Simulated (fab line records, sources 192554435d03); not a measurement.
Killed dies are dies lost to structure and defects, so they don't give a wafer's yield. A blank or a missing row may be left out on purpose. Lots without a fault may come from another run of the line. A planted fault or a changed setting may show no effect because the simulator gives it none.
fab line records | flow n5_finfet
record lots=7 wafers=21 last_day=18
route steps=1938 shown BEOL_M7@1321 BEOL_M8@1342 BEOL_M15@1830
lots that met no fault: from a run of the same line without faults
start_h: hours from the record's first day to the start of the lot's first wafer shown | wait_h: hours since the lot's step before | " the same as in the row above | L1.1+2: a row that stands for several wafers | - no value, or no start given | * or withheld: withheld | < > ~ a bound
route shown NAME@n: a module of which the file shows steps, and the number in the route of the first | usual: mean/standard deviation of fault-free wafers | same: alike in all rows | chamber/n: place in a boat | sites: the reading at each site | _std_site: their standard deviation | _edge_site: outer sites' mean less inner sites' | radius_mm: how far each site lies from the wafer's centre | mask NAME#n: copy n | behind: the tool/chamber that last shaped the wafer | hold: why the lot was held/for how many hours/how that ended | device: the transistor (n, p or np) that didn't switch | end of line: the same wafers' tests at the end of the route | a step without rows: its recipe alone | killed: dies lost to structure and defects at the first sort, not the wafer's yield | map: a wafer's dies, x killed, . not, _ none there
set.NAME: the setting as run; set.NAME@STEP: as run at that earlier step | model.NAME: the simulator's own value behind a step, which no gauge read
steps of the route over a sample of lots; a table a step, a row a wafer
services: from which hour (start_h, from the record's first day; less than 0 if before it) a tool's chamber was out of use, for how many hours, and why
## steps
# step N5_BEOL_M7_SURFACE_TREAT_79
# recipe gas=Ar time_s=* ion_energy_ev=* ion_current_ma_cm2=0.5 pressure_mtorr=* ar_flow_sccm=30
# usual throttle_valve_pct=*
# columns lot.wafer tool chamber start_h wait_h throttle_valve_pct
L847.1 pvd_sputter-02 - 251.75 0.2 *
L847.3 " - " " *
L847.5 " - " " *
L851.2 pvd_sputter-01 - 284.02 0.2 *
L851.5 " - " " *
L851.6 " - " " *
L855.2 pvd_sputter-01 - 289.71 1.5 *
L855.3 " - " " *
L855.4 " - " " *
L858.2 pvd_sputter-01 - 308.52 0.4 *
L858.5 " - " " *
L858.6 " - " " *
L859.3 pvd_sputter-02 - 320.62 0.3 *
L859.5 " - " " *
L859.6 " - " " *
L861.3 pvd_sputter-03 - 349.57 0.9 *
L861.5 " - " " *
L861.6 " - " " *
L863.1 pvd_sputter-02 - 350.67 0.2 *
L863.2 " - " " *
L863.5 " - " " *
# step N5_BEOL_M7_CMP_52
# recipe stop_on=SiCOH_lowk t_overpolish_s=6.9 down_force_psi=1 platen_rpm=50 clearing_platen_down_force_psi=1.5 clearing_platen_rpm=50 post_cmp_clean=cu_alkaline target_thk_nm=80 clearing_platen_pad_velocity_m_s=0.99484 pad_velocity_m_s=0.99484
# usual barrier_field_endpoint_s=29.1/0.74 clearing_platen_down_force_psi=1.5000/0.0028 clearing_platen_rpm=50.000/0.025 motor_current_A=6.0/0.61 overpolish_run_s=6.900/0.0093 slurry_flow_ml_min=150.1/0.43 time_to_endpoint_s=63/3.4
# columns lot.wafer tool chamber start_h wait_h barrier_field_endpoint_s clearing_platen_down_force_psi clearing_platen_rpm motor_current_A overpolish_run_s slurry_flow_ml_min time_to_endpoint_s
L847.3 cmp-01 0 252.84 0.2 28.7 1.5041 49.990 6.9 6.890 149.7 60
L847.1 " 1 " " 28.6 1.4964 50.006 6.0 6.889 150.2 66
L847.5 " 1 " " 30.0 1.4992 50.074 6.3 6.880 150.2 65
L851.2 cmp-01 2 285.78 0.5 27.5 1.4960 49.999 5.7 6.897 150.0 61
L851.5 " 3 " " 29.2 1.5002 49.952 5.7 6.909 150.6 66
L851.6 " 0 " " 29.0 1.5021 50.000 6.4 6.903 149.9 66
L855.4 cmp-04 3 292.14 0.1 30.5 1.4984 50.032 7.2 6.895 149.6 65
L855.2 " 0 " " 28.3 1.4995 50.009 6.1 6.897 150.4 58
L855.3 " 1 " " 29.1 1.5019 49.969 6.5 6.885 149.6 63
L858.2 cmp-01 2 309.29 0.3 28.8 1.5024 49.979 5.5 6.891 150.6 58
L858.6 " 0 " " 29.1 1.5036 50.007 6.3 6.901 150.4 66
L858.5 " 1 " " 30.8 1.5015 50.003 6.2 6.897 151.4 70
L859.3 cmp-01 3 322.43 0.3 29.9 1.5009 50.032 5.6 6.890 149.9 70
L859.5 " 3 " " 29.5 1.5000 50.004 5.2 6.898 150.1 66
L859.6 " 0 " " 28.4 1.4981 50.005 6.5 6.897 150.5 65
L861.3 cmp-03 1 350.51 0.3 28.6 1.4978 50.000 6.1 6.916 150.2 65
L861.5 " 2 " " 28.1 1.5003 49.976 6.1 6.890 150.2 59
L861.6 " 3 " " 29.2 1.4985 50.002 4.9 6.885 151.0 63
L863.1 cmp-01 1 352.21 0.4 29.4 1.4996 49.975 5.9 6.893 150.3 70
L863.2 " 3 " " 28.2 1.4967 49.957 5.5 6.909 150.3 65
L863.5 " 0 " " 29.1 1.5043 49.971 6.4 6.901 150.3 64
# step N5_BEOL_M8_EXPOSE_08
# recipe mask_id=M8 na=1.35 source_shape=dipole sigma_inner=0.817 sigma_outer=0.97 polarization=te dose_mj=68.25
# usual exposure_dose_mJ_cm2=68.21/0.068 focus_offset_nm=0.0/0.48
# same dipole_opening_deg=35
# columns lot.wafer tool chamber start_h wait_h mask exposure_dose_mJ_cm2 focus_offset_nm
L847.1 arfi_scanner-01 0 255.16 - M8#0 68.13 -0.2
L847.3 " 0 " " M8#0 68.15 -0.3
L847.5 " 0 " " M8#0 68.22 0.2
L851.2 arfi_scanner-02 0 287.91 - M8#0 68.11 0.1
L851.5 " 0 " " M8#0 68.19 0.3
L851.6 " 0 " " M8#0 68.29 0.2
L855.2 arfi_scanner-02 0 294.03 - M8#0 68.21 0.1
L855.3 " 0 " " M8#0 68.23 0.5
L855.4 " 0 " " M8#0 68.04 -0.7
L858.2 arfi_scanner-02 0 311.86 - M8#0 64.17 0.2
L858.5 " 0 " " M8#0 64.16 -0.3
L858.6 " 0 " " M8#0 64.18 -0.3
L859.3 arfi_scanner-01 0 324.78 - M8#0 68.31 0.6
L859.5 " 0 " " M8#0 68.25 -0.2
L859.6 " 0 " " M8#0 68.23 -0.2
L861.3 arfi_scanner-03 0 354.04 - M8#0 68.23 -1.5
L861.5 " 0 " " M8#0 68.14 -0.4
L861.6 " 0 " " M8#0 68.21 0.2
L863.1 arfi_scanner-01 0 354.52 - M8#0 68.23 0.7
L863.2 " 0 " " M8#0 68.25 0.4
L863.5 " 0 " " M8#0 68.20 0.0
# step N5_BEOL_M8_CD_MEAS_11
# recipe target_cd_nm=38.5 landing_energy_ev=500 detector=se_inlens polarity=opening
# usual cd_nm=38.6/0.5
# columns lot.wafer tool chamber start_h wait_h cd_nm
L847.1 cd_sem-01 0 255.29 - 38.2
L847.3 " 0 " " 38.8
L847.5 " 0 " " 38.8
L851.2 cd_sem-01 0 288.04 - 39.5
L851.5 " 0 " " 39.2
L851.6 " 0 " " 38.3
L855.2 cd_sem-02 0 294.16 - 39.0
L855.3 " 0 " " 38.3
L855.4 " 0 " " 38.7
L858.2 cd_sem-01 0 311.99 - 36.1
L858.5 " 0 " " 35.3
L858.6 " 0 " " 35.1
L859.3 cd_sem-02 0 324.90 - 38.5
L859.5 " 0 " " 38.2
L859.6 " 0 " " 38.5
L861.3 cd_sem-03 0 354.16 - 39.1
L861.5 " 0 " " 38.7
L861.6 " 0 " " 39.3
L863.1 cd_sem-03 0 354.64 - 38.9
L863.2 " 0 " " 39.3
L863.5 " 0 " " 38.6
# step N5_BEOL_M8_HM_OPEN_17
# recipe chemistry=Cl2/BCl3 target_depth_a=200 overetch_a=60 target=TiN mask_material=SOC ion_energy_ev=150 pressure_mtorr=10 icp_w=1000 bias_w=126 Cl2_flow_sccm=53.25 bcl3_flow_sccm=21.75 Ar_flow_sccm=25
# usual bcl3_flow_sccm=21.75/0.059 drypump_motor_current_A=5.7/0.58 oes_product_au=0.63/0.065 rf_fwd_power_W=992/4.5 throttle_valve_pct=22.08/0.2
# columns lot.wafer tool chamber start_h wait_h bcl3_flow_sccm drypump_motor_current_A oes_product_au rf_fwd_power_W rf_hours_counter_h throttle_valve_pct
L847.1 rie_metal-02 0 255.81 0.0 21.74 6.5 0.59 1000 74 22.31
L847.3 " 1 " " 21.74 6.3 0.69 986 - 21.82
L847.5 " 1 " " 21.73 6.3 0.69 988 - 21.80
L851.2 rie_metal-02 1 288.62 0.0 21.84 6.3 0.67 986 43 21.83
L851.5 " 0 " " 21.80 6.4 0.58 990 - 22.31
L851.6 " 1 " " 21.83 6.3 0.67 990 - 21.83
L855.2 rie_metal-03 1 295.03 0.0 21.67 5.2 0.55 996 107 22.09
L855.3 " 0 " " 21.74 5.0 0.59 993 - 21.88
L855.4 " 1 " " 21.85 5.2 0.54 996 - 22.08
L858.2 rie_metal-01 1 312.40 0.0 21.74 5.6 0.71 996 20 22.36
L858.5 " 0 " " 21.84 6.2 0.63 990 - 22.11
L858.6 " 1 " " 21.75 5.6 0.71 990 - 22.37
L859.3 rie_metal-01 1 325.30 0.1 21.63 5.6 0.71 985 - 22.37
L859.5 " 1 " " 21.64 5.6 0.71 988 - 22.36
L859.6 " 0 " " 21.78 6.2 0.63 984 - 22.11
L861.3 rie_metal-01 0 354.55 0.1 21.86 6.2 0.62 982 - 22.13
L861.5 " 0 " " 21.76 6.2 0.62 988 - 22.12
L861.6 " 1 " " 21.69 5.6 0.71 990 - 22.39
L863.1 rie_metal-01 0 355.18 0.0 21.71 6.2 0.63 984 63 22.13
L863.2 " 1 " " 21.69 5.6 0.72 990 23 22.37
L863.5 " 1 " " 21.76 5.6 0.71 991 - 22.38
# step N5_BEOL_M8_CD_MEAS_18
# recipe pitch_nm=80 target_cd_nm=40
# usual cd_nm=40.1/0.58
# columns lot.wafer tool chamber start_h wait_h cd_nm
L847.1 cd_sem-02 - 255.99 0.0 39.6
L847.3 " - " " 40.4
L847.5 " - " " 40.1
L851.2 cd_sem-03 - 288.84 0.1 40.9
L851.5 " - " " 40.1
L851.6 " - " " 40.4
L855.2 cd_sem-02 - 295.21 0.1 40.2
L855.3 " - " " 39.8
L855.4 " - " " 40.1
L858.2 cd_sem-03 - 312.58 0.1 37.6
L858.5 " - " " 36.8
L858.6 " - " " 36.9
L859.3 cd_sem-02 - 325.46 0.1 40.0
L859.5 " - " " 40.5
L859.6 " - " " 40.4
L861.3 cd_sem-02 - 354.77 0.1 40.1
L861.5 " - " " 39.8
L861.6 " - " " 41.3
L863.1 cd_sem-02 - 355.36 0.0 39.9
L863.2 " - " " 40.4
L863.5 " - " " 40.7
# step N5_BEOL_M15_RC_MEAS_101
# usual COMB_M10=1.5e-11/3e-12 COMB_M11=1.43e-11/3e-12 COMB_M12=6.6e-12/1.2e-12 COMB_M13=4.9e-12/9.3e-13 COMB_M14=4e-12/7.8e-13 COMB_M14_max_site=5.4e-12/1.2e-12 COMB_M15=2.8e-12/6e-13 COMB_M5=3.6e-11/6.4e-12 COMB_M6=2.5e-11/5.3e-12 COMB_M7=2.7e-11/5.7e-12 COMB_M8=2.6e-11/5.2e-12 COMB_M9=1.5e-11/3.4e-12 SERP_M10=3.11/0.096 SERP_M11=3.08/0.083 SERP_M12=0.635/0.017 SERP_M13=0.308/0.0074 SERP_M14=0.162/0.0035 SERP_M5=38.5/1.7 SERP_M6=13.7/0.65 SERP_M7=13.8/0.55 SERP_M8=13.6/0.51 SERP_M8_max_site=14.2/0.56 SERP_M9=3.06/0.089
# columns lot.wafer tool chamber start_h wait_h COMB_M10[S/m] COMB_M11[S/m] COMB_M12[S/m] COMB_M13[S/m] COMB_M14[S/m] COMB_M14_max_site[S/m] COMB_M15[S/m] COMB_M5[S/m] COMB_M6[S/m] COMB_M7[S/m] COMB_M8[S/m] COMB_M9[S/m] SERP_M10[ohm/um] SERP_M11[ohm/um] SERP_M12[ohm/um] SERP_M13[ohm/um] SERP_M14[ohm/um] SERP_M5[ohm/um] SERP_M6[ohm/um] SERP_M7[ohm/um] SERP_M8[ohm/um] SERP_M8_max_site[ohm/um] SERP_M9[ohm/um]
L847.1 prober-01 0 310.01 0.0 1.8e-11 1.78e-11 7.2e-12 4.3e-12 3.4e-12 3.9e-12 2.7e-12 3.6e-11 3e-11 2.5e-11 3.2e-11 1.2e-11 3.08 3.08 0.632 0.304 0.164 41.6 12.9 13.3 13.1 13.5 2.99
L847.3 " 0 " " 1.1e-11 1.37e-11 7.6e-12 3.7e-12 2.8e-12 3.7e-12 2.9e-12 2.8e-11 2.8e-11 2.9e-11 2.4e-11 1.3e-11 3.04 3.03 0.664 0.307 0.160 38.3 13.3 12.6 14.4 15.1 2.99
L847.5 " 0 " " 1.2e-11 1.06e-11 6.1e-12 5.1e-12 3.2e-12 4.1e-12 2.1e-12 2.8e-11 3e-11 2.7e-11 2.8e-11 1.4e-11 3.13 3.20 0.635 0.308 0.162 38.1 15.2 13.1 14.0 14.1 3.06
L851.2 prober-02 0 353.04 0.8 1.7e-11 1.37e-11 8.7e-12 4e-12 5e-12 7e-12 3.5e-12 3.5e-11 2.8e-11 2.8e-11 2.9e-11 1.9e-11 3.24 3.02 0.659 0.317 0.165 38.2 14.2 13.8 12.5 13.1 3.09
L851.5 " 0 " " 1.8e-11 1.05e-11 6.2e-12 4.4e-12 3.8e-12 5.8e-12 3.1e-12 3.1e-11 2.4e-11 2.2e-11 2.8e-11 2e-11 3.11 3.05 0.669 0.301 0.163 39.9 14.8 14.8 13.7 14.0 2.99
L851.6 " 0 " " 1.9e-11 1.05e-11 6.1e-12 4.5e-12 3.5e-12 4.6e-12 3.1e-12 3.7e-11 2.3e-11 2.5e-11 3e-11 1.2e-11 3.16 2.97 0.648 0.313 0.164 37.5 14.3 13.5 14.0 14.7 3.07
L855.2 prober-02 0 359.36 0.2 1.8e-11 2.28e-11 7.2e-12 5.3e-12 3e-12 5.1e-12 2.6e-12 2.9e-11 2.5e-11 3.9e-11 2e-11 1.2e-11 3.16 3.05 0.627 0.312 0.165 41.0 13.1 15.5 13.9 14.3 2.98
L855.3 " 0 " " 1.2e-11 1.13e-11 7.2e-12 4.9e-12 4.2e-12 5.5e-12 3.1e-12 4.8e-11 2.6e-11 2e-11 3.6e-11 1.8e-11 3.21 3.12 0.643 0.304 0.163 41.5 13.6 14.3 13.6 14.1 3.08
L855.4 " 0 " " 1.4e-11 1.7e-11 6.6e-12 6.4e-12 4e-12 4.5e-12 3e-12 3e-11 2.2e-11 2.4e-11 3e-11 1.7e-11 3.07 3.21 0.641 0.307 0.159 39.6 14.1 14.6 13.5 13.9 3.18
L858.2 prober-02 0 367.11 0.2 1e-11 1.35e-11 7.2e-12 4.6e-12 3.4e-12 4.6e-12 2.8e-12 3.8e-11 2.7e-11 2.6e-11 2.6e-11 1.7e-11 3.08 2.90 0.615 0.313 0.159 37.2 14.2 13.6 15.7 17.2 3.22
L858.5 " 0 " " 1.5e-11 1.26e-11 6e-12 3.8e-12 2.9e-12 4.5e-12 2.9e-12 3.4e-11 2.6e-11 3.4e-11 2.5e-11 1.6e-11 3.24 3.02 0.619 0.313 0.169 37.1 13.7 13.3 15.5 16.7 3.11
L858.6 " 0 " " 1.5e-11 1.38e-11 6.4e-12 5.1e-12 3.4e-12 5.3e-12 2.2e-12 4e-11 2.7e-11 2.2e-11 2.3e-11 1.9e-11 3.03 2.96 0.662 0.308 0.159 36.6 14.2 12.9 15.9 16.4 3.17
L859.3 prober-01 0 378.82 0.3 1.5e-11 1.68e-11 4.8e-12 3.5e-12 4.5e-12 5.3e-12 2.6e-12 3.9e-11 2.6e-11 2.3e-11 2.9e-11 1.1e-11 3.23 3.25 0.663 0.319 0.165 38.9 13.8 14.6 13.8 14.2 3.04
L859.5 " 0 " " 1.8e-11 1.41e-11 5e-12 3.4e-12 3.3e-12 5.2e-12 2.1e-12 5.3e-11 2.1e-11 2.5e-11 2.3e-11 1.5e-11 3.17 3.23 0.658 0.314 0.161 41.8 12.7 14.0 14.2 14.5 3.02
L859.6 " 0 " " 1.2e-11 1.55e-11 4.9e-12 4.4e-12 3.2e-12 4.9e-12 1.6e-12 3.7e-11 2.1e-11 2.7e-11 2.3e-11 1.9e-11 3.10 3.24 0.645 0.310 0.159 38.9 13.0 14.1 13.6 14.1 3.06
L863.1 prober-01 0 414.23 0.0 2e-11 1.29e-11 6.9e-12 6.2e-12 2.6e-12 3.7e-12 2.1e-12 3.6e-11 3.1e-11 2.3e-11 2.9e-11 1.1e-11 3.07 3.04 0.608 0.308 0.161 37.6 12.9 14.0 13.6 14.6 3.21
L863.2 " 0 " " 1.8e-11 1.52e-11 7.2e-12 6.2e-12 3.5e-12 5.2e-12 3e-12 4.5e-11 2.7e-11 2.8e-11 2.3e-11 1e-11 2.98 3.17 0.666 0.310 0.165 39.7 14.1 12.6 13.1 13.3 3.13
L863.5 " 0 " " 1.8e-11 1.38e-11 5.7e-12 5.6e-12 4.2e-12 5.3e-12 2.1e-12 4.2e-11 3.4e-11 2.8e-11 2.3e-11 1.8e-11 3.04 2.99 0.597 0.309 0.165 38.1 12.4 14.1 12.5 12.8 3.23
L861.3 prober-02 0 417.66 0.3 1.3e-11 1.22e-11 7.4e-12 4.5e-12 3.5e-12 7.3e-12 2.6e-12 3.4e-11 2e-11 3.2e-11 2.4e-11 1.2e-11 3.16 2.94 0.622 0.302 0.156 38.8 14.5 12.4 14.1 14.4 3.16
L861.5 " 0 " " 1.5e-11 1.58e-11 6.3e-12 3.9e-12 3.7e-12 5e-12 4e-12 3.1e-11 2.2e-11 3.1e-11 3e-11 1.4e-11 3.16 3.21 0.639 0.316 0.156 34.2 14.3 13.7 13.8 14.3 3.04
L861.6 " 0 " " 1.5e-11 2.25e-11 6.1e-12 5.3e-12 4e-12 4.9e-12 2.3e-12 3e-11 2.8e-11 2.8e-11 2.3e-11 1.2e-11 2.96 3.12 0.621 0.311 0.159 39.6 14.4 14.2 13.7 14.1 3.16
# sites SERP_M8 radius_mm=0,75,75,75,75,140,140,140,140
L847.1 13.0 13.2 13.0 13.1 13.5 13.0 13.1 13.4 13.0
L851.2 12.5 12.9 12.4 12.0 12.5 12.7 12.2 13.1 13.0
L855.2 13.5 13.5 14.0 14.0 13.8 13.9 14.3 14.3 13.8
L858.2 15.5 15.5 15.7 15.6 15.7 17.2 16.3 16.5 16.6
L859.3 13.6 13.8 13.6 14.0 13.9 13.4 14.2 13.8 14.2
L863.1 14.4 13.6 14.3 14.6 13.8 13.1 13.3 13.1 12.8
L861.3 13.4 14.0 14.0 13.4 14.3 14.1 14.3 14.2 14.4
## services
# columns tool chamber start_h hours kind
arfi_scanner-03 - 229.53 2.6 repair
arfi_scanner-02 - 230.15 1.0 pm
cmp-01 - 232.37 3.3 pm
arfi_scanner-03 - 232.90 0.3 repair
rie_metal-03 1 238.12 25.3 repair
arfi_scanner-01 - 239.20 3.1 pm
cmp-03 - 239.45 2.6 repair
rie_metal-01 1 248.75 2.4 repair
arfi_scanner-01 - 249.04 1.3 pm
rie_metal-01 - 253.60 2.8 pm
cmp-03 - 256.88 0.8 repair
arfi_scanner-01 - 262.90 3.4 repair
rie_metal-02 0 263.05 10.3 repair
arfi_scanner-02 - 266.32 1.0 pm
rie_metal-02 - 267.25 1.4 pm
arfi_scanner-02 - 267.49 0.3 repair
arfi_scanner-02 - 269.56 0.8 pm
arfi_scanner-01 - 284.70 1.0 pm
arfi_scanner-01 - 289.16 6.0 pm
arfi_scanner-01 - 299.29 3.3 repair
arfi_scanner-02 - 315.11 1.3 pm
rie_metal-01 1 315.86 8.9 repair
arfi_scanner-01 - 322.28 1.0 pm
arfi_scanner-02 - 348.89 4.0 repair
## key
first_sign step=N5_BEOL_M8_EXPOSE_08 reading=exposure_dose_mJ_cm2 direction=down sigmas=60 usual=68.21 struck=64.17
effect step=N5_BEOL_M8_CD_MEAS_11 reading=cd_nm direction=down sigmas=6.3 usual=38.6 struck=35.5 through=control_loop
effect step=N5_BEOL_M8_CD_MEAS_18 reading=cd_nm direction=down sigmas=5.2 usual=40.1 struck=37.1 through=control_loop
effect step=N5_BEOL_M15_RC_MEAS_101 reading=SERP_M8 direction=up sigmas=4.1 usual=13.6 struck=15.7
met_at N5_BEOL_M8_EXPOSE_08
struck_lots L858
loop_trim step=N5_BEOL_M8_EXPOSE_08 setting=dose lots=L858
not_acting_at N5_BEOL_M7_SURFACE_TREAT_79,N5_BEOL_M7_CMP_52,N5_BEOL_M8_HM_OPEN_17
onset_between 294.03 311.86
fault kind=process_parameter_drift tool=arfi_scanner-02 chamber=- onset_h=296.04 steps=N5_BEOL_M8_EXPOSE_08 channel=dose_mj offset=-4.9519 shape=step acts_in=these_recipes_only stated=68.25
# loop_trim: a control loop set the setting to another value than it would have without faults
